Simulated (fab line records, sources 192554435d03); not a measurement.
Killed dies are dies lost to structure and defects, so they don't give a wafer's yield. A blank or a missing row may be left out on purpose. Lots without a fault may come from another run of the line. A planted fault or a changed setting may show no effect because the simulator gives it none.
Which tool did it? | flow n5_finfet | 15 lots, 45 wafers sampled, at 4 steps of a route of 1938

WHAT THE GAUGES READ, wafer by wafer
N5_BEOL_M7_THK_MEAS_01.
lot  | measured     | on            | M7_ILD_THK (nm)
L274 | day 9 13:40  | film_metro-02 | 151.4 155.7 154.3
L273 | day 9 15:02  | film_metro-02 | 151.7 154.9 153.2
L272 | day 10 00:52 | film_metro-02 | 149.3 157.5 151.5
L275 | day 10 06:13 | film_metro-02 | 154.6 156.1 155.9
L277 | day 11 06:24 | film_metro-02 | 155.4 152.0 151.6
L276 | day 11 06:52 | film_metro-01 | 153.8 151.1 155.7
L279 | day 11 07:58 | film_metro-02 | 153.6 154.7 154.9
L281 | day 12 13:53 | film_metro-02 | 151.8 151.2 152.9
L285 | day 12 19:04 | film_metro-01 | 153.9 151.5 156.5
L286 | day 12 23:05 | film_metro-02 | 154.5 152.2 157.6
L283 | day 12 22:17 | film_metro-01 | 153.0 155.7 155.6
L289 | day 14 00:01 | film_metro-01 | 150.0 157.0 153.0
L290 | day 14 06:41 | film_metro-01 | 151.4 154.7 153.3
L292 | day 15 06:04 | film_metro-02 | 152.8 155.9 154.5
L291 | day 15 08:20 | film_metro-02 | 154.7 155.9 156.0

N5_BEOL_M7_OVL_MEAS_12.
lot  | measured     | on         | M7_OVL (nm)
L274 | day 9 14:19  | overlay-02 | 0.5 -0.9 -0.2
L273 | day 9 17:12  | overlay-01 | -0.5 -0.8 -1.2
L272 | day 10 03:40 | overlay-02 | -1.7 -1.4 -0.9
L275 | day 10 07:37 | overlay-02 | -0.1 -0.2 -0.6
L277 | day 11 08:23 | overlay-01 | -1.9 -2.3 -1.4
L276 | day 11 08:33 | overlay-02 | 0.5 -0.2 0.3
L279 | day 11 08:43 | overlay-01 | 1.9 1.0 1.8
L281 | day 12 15:27 | overlay-02 | 0.5 0.1 0.2
L285 | day 12 20:23 | overlay-01 | - - -
L286 | day 12 23:49 | overlay-02 | - - -
L283 | day 12 23:36 | overlay-01 | - - -
L289 | day 14 04:34 | overlay-02 | -1.2 0.4 -0.3
L290 | day 14 08:13 | overlay-01 | 0.3 0.7 0.2
L292 | day 15 07:53 | overlay-02 | -0.2 -0.6 -0.8
L291 | day 15 09:11 | overlay-02 | -0.2 -0.4 -0.4

WHICH TOOL RAN EACH LOT (tool, then ch and the chambers of the sampled wafers, then the start)
lot  | N5_BEOL_M6_SPUTTER_48        | N5_BEOL_M7_DEVELOP_10
L274 | pvd_sputter-01, day 9 11:22  | litho_track-03 ch 0, day 9 14:13
L273 | pvd_sputter-03, day 9 13:22  | litho_track-05 ch 0, day 9 17:07
L272 | pvd_sputter-02, day 9 23:16  | litho_track-05 ch 0, day 10 03:34
L275 | pvd_sputter-03, day 10 04:38 | litho_track-01 ch 0, day 10 07:32
L277 | pvd_sputter-03, day 11 04:50 | litho_track-01 ch 0, day 11 08:17
L276 | pvd_sputter-01, day 11 05:05 | litho_track-03 ch 0, day 11 08:28
L279 | pvd_sputter-01, day 11 05:38 | litho_track-01 ch 0, day 11 08:38
L281 | pvd_sputter-03, day 12 11:57 | litho_track-03 ch 0, day 12 15:22
L285 | pvd_sputter-02, day 12 16:40 | litho_track-03, day 12 20:17
L286 | pvd_sputter-03, day 12 19:31 | litho_track-05, day 12 23:44
L283 | pvd_sputter-01, day 12 20:04 | litho_track-03, day 12 23:31
L289 | pvd_sputter-01, day 13 21:41 | litho_track-03 ch 0, day 14 04:29
L290 | pvd_sputter-02, day 14 05:04 | litho_track-01 ch 0, day 14 08:08
L292 | pvd_sputter-03, day 15 04:28 | litho_track-01 ch 0, day 15 07:47
L291 | pvd_sputter-02, day 15 06:33 | litho_track-05 ch 0, day 15 09:06
- N5_BEOL_M6_SPUTTER_48: material Cu, target thk 10 nm, time 1.667 s.
- N5_BEOL_M7_DEVELOP_10: develop time 30 s.

WHAT THE TOOLS THEMSELVES READ (means of the sampled wafers that have a number; where no wafer has one, the mark that the record gives instead)
N5_BEOL_M6_SPUTTER_48.
lot  | tool           | throttle_valve_pct (%)
L274 | pvd_sputter-01 | 29.1
L273 | pvd_sputter-03 | 29.6
L272 | pvd_sputter-02 | 30.4
L275 | pvd_sputter-03 | 30.5
L277 | pvd_sputter-03 | 28.8
L276 | pvd_sputter-01 | 29.1
L279 | pvd_sputter-01 | 28.0
L281 | pvd_sputter-03 | 29.4
L285 | pvd_sputter-02 | 30.2
L286 | pvd_sputter-03 | 30.1
L283 | pvd_sputter-01 | 28.9
L289 | pvd_sputter-01 | 30.2
L290 | pvd_sputter-02 | 30.3
L292 | pvd_sputter-03 | 29.1
L291 | pvd_sputter-02 | 30.0

N5_BEOL_M7_DEVELOP_10.
lot  | tool           | chill_plate_temp_C (C) | resist_line_temp_C (C)
L274 | litho_track-03 | 22.96                  | 22.96
L273 | litho_track-05 | 22.92                  | 23.23
L272 | litho_track-05 | 23.05                  | 22.93
L275 | litho_track-01 | 22.99                  | 22.99
L277 | litho_track-01 | 23.12                  | 23.08
L276 | litho_track-03 | 23.07                  | 23.03
L279 | litho_track-01 | 22.85                  | 22.81
L281 | litho_track-03 | 22.94                  | 22.97
L285 | litho_track-03 | -                      | -
L286 | litho_track-05 | -                      | -
L283 | litho_track-03 | -                      | -
L289 | litho_track-03 | 23.05                  | 23.03
L290 | litho_track-01 | 23.01                  | 22.95
L292 | litho_track-01 | 22.89                  | 22.95
L291 | litho_track-05 | 22.88                  | 23.05

THE ANSWER, worked out from the rows above alone
Rule: what is usual is taken from the lots themselves. Put in order of their means at a reading, lots are off if they are a third of the lots or fewer, leave a main group of 4 or more, and stand apart from it by a gap of 3 or more times the standard deviation of the main group's means; of several such gaps the widest counts. A main group whose means are all the same, to the digits that the tables above print for the reading, isn't used. A lot without any number at a reading at which 4 lots or more have one is off too. The other lots that the step has rows for count as sound. The gauges are gone through in route order, then the tools' own readings, and for those a lot's mean is taken as printed above. The first step at which some lot is off is used, and at that step the reading that is off furthest; a lot without a number counts as furthest.
Off: L285, L286, L283, at N5_BEOL_M7_OVL_MEAS_12 (M7_OVL). Without a number there: L285, L286, L283. The main group: mean -0.3 nm, standard deviation 0.84.
A tool fits if, at a process step before that reading, it ran every lot that is off, and no sound lot after the first of them. The gauges at N5_BEOL_M7_OVL_MEAS_12 aren't tried: what is off there is off at N5_BEOL_M7_DEVELOP_10 too, on other tools, and a gauge's error can't cause that. None of those tried fits.

WHAT THE SIMULATOR HAD PUT IN
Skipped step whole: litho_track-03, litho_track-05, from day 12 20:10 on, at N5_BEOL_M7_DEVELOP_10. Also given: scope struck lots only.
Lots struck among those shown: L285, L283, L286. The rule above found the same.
